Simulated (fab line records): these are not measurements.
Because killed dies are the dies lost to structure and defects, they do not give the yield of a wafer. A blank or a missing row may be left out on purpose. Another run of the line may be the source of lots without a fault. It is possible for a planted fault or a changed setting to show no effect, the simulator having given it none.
Chamber matching | flow nand-harc | 4 sister chambers for NHARC_A_STAIRCASE_TRIM_24 on rie-diel-03
The step chemistry O2, time 211.2 s. 16 wafers are shown with their chamber, then 8 later ones without.

EACH WAFER AND ITS CHAMBER
wafer  | chamber | showerhead-plenum-p-Torr (Torr) | drypump-motor-current-A (A) | oes-product-au (a.u.)
L635.3 | 2       | 3.28                            | 6.2                         | 1.009
L635.4 | 1       | 3.64                            | 6.3                         | 0.991
L635.6 | 0       | 3.48                            | 4.9                         | 1.008
L637.3 | 3       | 3.49                            | 5.8                         | 1.018
L637.4 | 0       | 3.48                            | 4.9                         | 0.996
L637.5 | 2       | 3.28                            | 6.2                         | 1.007
L638.1 | 1       | 3.63                            | 6.3                         | 1.002
L638.2 | 3       | 3.49                            | 5.8                         | 1.021
L639.1 | 2       | 3.28                            | 6.2                         | 1.002
L639.2 | 1       | 3.63                            | 6.3                         | 1.002
L640.3 | 0       | 3.47                            | 4.8                         | 1.011
L640.4 | 1       | 3.62                            | 6.3                         | 0.999
L647.1 | 1       | 3.62                            | 6.3                         | 1.014
L647.3 | 3       | 3.48                            | 5.9                         | 1.037
L647.6 | 3       | 3.48                            | 5.8                         | 1.042
L648.1 | 1       | 3.61                            | 6.3                         | 1.023

SIGNATURES (means of the wafers above)
reading                  | chamber 0 | chamber 1 | chamber 2 | chamber 3 | scatter within a chamber
showerhead-plenum-p-Torr | 3.4767    | 3.6250    | 3.2800    | 3.4850    | 0.00773
drypump-motor-current-A  | 4.867     | 6.300     | 6.200     | 5.825     | 0.0344
oes-product-au           | 1.00500   | 1.00517   | 1.00600   | 1.02950   | 0.0101
Rule: for a wafer and a chamber, the distance is found by dividing, reading by reading, the gap between the wafer's reading and the chamber's mean by the reading's scatter, squaring, summing and taking the root. The wafer belongs to the nearest chamber; if the next one is less than 2 further off, it can't be placed. How the scatter is found: for the shown wafers, subtract from each reading the mean of its chamber, square and add these, divide the total by (wafers less chambers), then take the root.

WAFERS MISSING THEIR CHAMBER
wafer  | showerhead-plenum-p-Torr (Torr) | drypump-motor-current-A (A) | oes-product-au (a.u.)
L648.2 | 3.48                            | 5.8                         | 1.040
L648.5 | 3.61                            | 6.3                         | 1.019
L652.1 | 3.45                            | 4.9                         | 1.005
L652.3 | 3.61                            | 6.3                         | 1.010
L652.6 | 3.61                            | 6.3                         | 1.004
L653.2 | 3.78                            | 6.2                         | 0.997
L653.4 | 3.45                            | 4.9                         | 1.009
L653.6 | 3.60                            | 6.4                         | 1.012

THE CHAMBER EACH PASSED THROUGH
wafer  | from the rows above | in truth
L648.2 | 3                   | 3
L648.5 | 1                   | 1
L652.1 | 0                   | 0
L652.3 | 1                   | 1
L652.6 | 1                   | 1
L653.2 | 1                   | 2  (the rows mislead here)
L653.4 | 0                   | 0
L653.6 | 1                   | 1
7 of 8 placed correctly. From these rows, 0 cannot be placed. Placed wrongly: 1.
